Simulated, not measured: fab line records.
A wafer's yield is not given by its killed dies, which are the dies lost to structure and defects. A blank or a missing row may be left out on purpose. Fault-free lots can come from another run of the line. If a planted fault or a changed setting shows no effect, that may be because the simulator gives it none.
The tool behind it: which one? + flow nandHarc + 7 lots with 21 wafers sampled at 3 steps, on a route of 1159 steps

== WHAT THE GAUGES SHOWED, per wafer ==
NHARC_A_M1_INSPECT_27.
| lot  | measured     | on               | rawDefectCount |
|------|--------------|------------------|----------------|
| L363 | day 18 04:37 | defectInspect-01 | 312 271 388    |
| L362 | day 18 14:55 | defectInspect-02 | 670 414 372    |
| L368 | day 20 05:22 | defectInspect-02 | 397 411 429    |
| L373 | day 20 16:55 | defectInspect-01 | 335 387 427    |
| L372 | day 20 20:35 | defectInspect-01 | 460 357 317    |
| L380 | day 22 06:49 | defectInspect-02 | 295 369 474    |
| L382 | day 23 00:04 | defectInspect-02 | 453 470 348    |

== WHICH TOOL RAN EACH LOT (tool, then ch and the chambers of the sampled wafers, then the start) ==
| lot  | NHARC_A_M0_DEP_32               | NHARC_A_M1_PRE_CLEAN_30                |
|------|---------------------------------|----------------------------------------|
| L363 | pecvd-04 ch 0,1, day 18 00:22   | pvdSputter-02, day 18 04:37 or earlier |
| L362 | pecvd-02 ch 0,1,2, day 18 10:53 | pvdSputter-03, day 18 14:55 or earlier |
| L368 | pecvd-02 ch 0,1,2, day 20 01:21 | pvdSputter-02, day 20 05:22 or earlier |
| L373 | pecvd-02 ch 0,1,2, day 20 12:44 | pvdSputter-01, day 20 16:55 or earlier |
| L372 | pecvd-03 ch 1,2, day 20 16:42   | pvdSputter-01, day 20 20:35 or earlier |
| L380 | pecvd-02 ch 0,1,2, day 22 02:46 | pvdSputter-03, day 22 06:49 or earlier |
| L382 | pecvd-03 ch 0,1,2, day 22 19:49 | pvdSputter-03, day 23 00:04 or earlier |
- NHARC_A_M0_DEP_32: deposits SiCN, target thk 30 nm.
- NHARC_A_M1_PRE_CLEAN_30: time 30 s.

== THE ANSWER, worked out from the rows above alone ==
Rule: the usual values come from the lots themselves. The widest of any qualifying gaps counts: lots, ordered by their means at a reading, are off when they make up no more than a third of the lots, leave a main group of 4 or more, and stand apart from it by 3 or more times the standard deviation of that group's means. If all means in a main group match to the digits the tables above print for the reading, that group is not used. Also off: a lot with no number at a reading for which 4 or more lots have one. Where the step has rows for the other lots, those lots are counted as sound.
None of the lots is off at any reading shown; this tells nothing.

== WHAT WAS PUT IN BY THE SIMULATOR ==
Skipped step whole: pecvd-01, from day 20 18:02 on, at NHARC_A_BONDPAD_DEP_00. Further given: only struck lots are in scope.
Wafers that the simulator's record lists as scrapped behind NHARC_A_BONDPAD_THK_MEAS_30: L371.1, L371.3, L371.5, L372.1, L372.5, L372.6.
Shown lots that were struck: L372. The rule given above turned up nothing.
